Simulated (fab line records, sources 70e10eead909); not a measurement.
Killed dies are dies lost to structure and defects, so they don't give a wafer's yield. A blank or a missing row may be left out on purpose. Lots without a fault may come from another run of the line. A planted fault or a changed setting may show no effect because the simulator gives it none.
Chamber matching | flow nand_harc | NHARC_P_CONTACT_CMP_24 on cmp-01: 4 sister chambers
The step polishes, t overpolish 30 s, target thk 200 nm. 4 wafers are shown with their chamber, then 9 later ones without.

WAFERS WITH THEIR CHAMBER
wafer  | chamber | motor_current_A (A)
L090.6 | 0       | 11.4
L094.1 | 1       | 12.4
L094.2 | 2       | 11.8
L094.3 | 3       | 13.6

WAFERS WITHOUT THEIR CHAMBER
wafer  | motor_current_A (A)
L095.1 | 13.9
L095.2 | 11.3
L095.3 | 10.8
L095.4 | 11.8
L095.5 | 10.4
L095.6 | 11.9
L096.1 | 11.2
L096.2 | 12.4
L096.3 | 10.6

WHICH CHAMBER EACH WENT THROUGH
wafer  | from the rows above          | in truth
L095.1 | 3                            | 3
L095.2 | can't be placed: 0 or 2      | 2
L095.3 | can't be placed: 0 or 2      | 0
L095.4 | can't be placed: 2 or 0 or 1 | 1
L095.5 | can't be placed: 0 or 2      | 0
L095.6 | can't be placed: 2 or 0 or 1 | 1
L096.1 | can't be placed: 0 or 2      | 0
L096.2 | can't be placed: 1 or 2      | 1
L096.3 | can't be placed: 0 or 2      | 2
Placed correctly: 1 of 9. Can't be placed from these rows: 8 (the true chamber is among the candidates in 8). Placed wrongly: 0.
How it was worked out, from the rows above alone: a wafer's distance from a chamber is the root of the sum, over the readings, of the square of ((its reading less the chamber's mean) divided by the reading's scatter). The wafer belongs to the nearest chamber; if the next one is less than 2 further off, it can't be placed. A chamber's mean is the mean of its shown wafers. The scatter: with one shown wafer a chamber, the root of the mean of the squares of how far each hidden wafer lies from its nearest shown one.
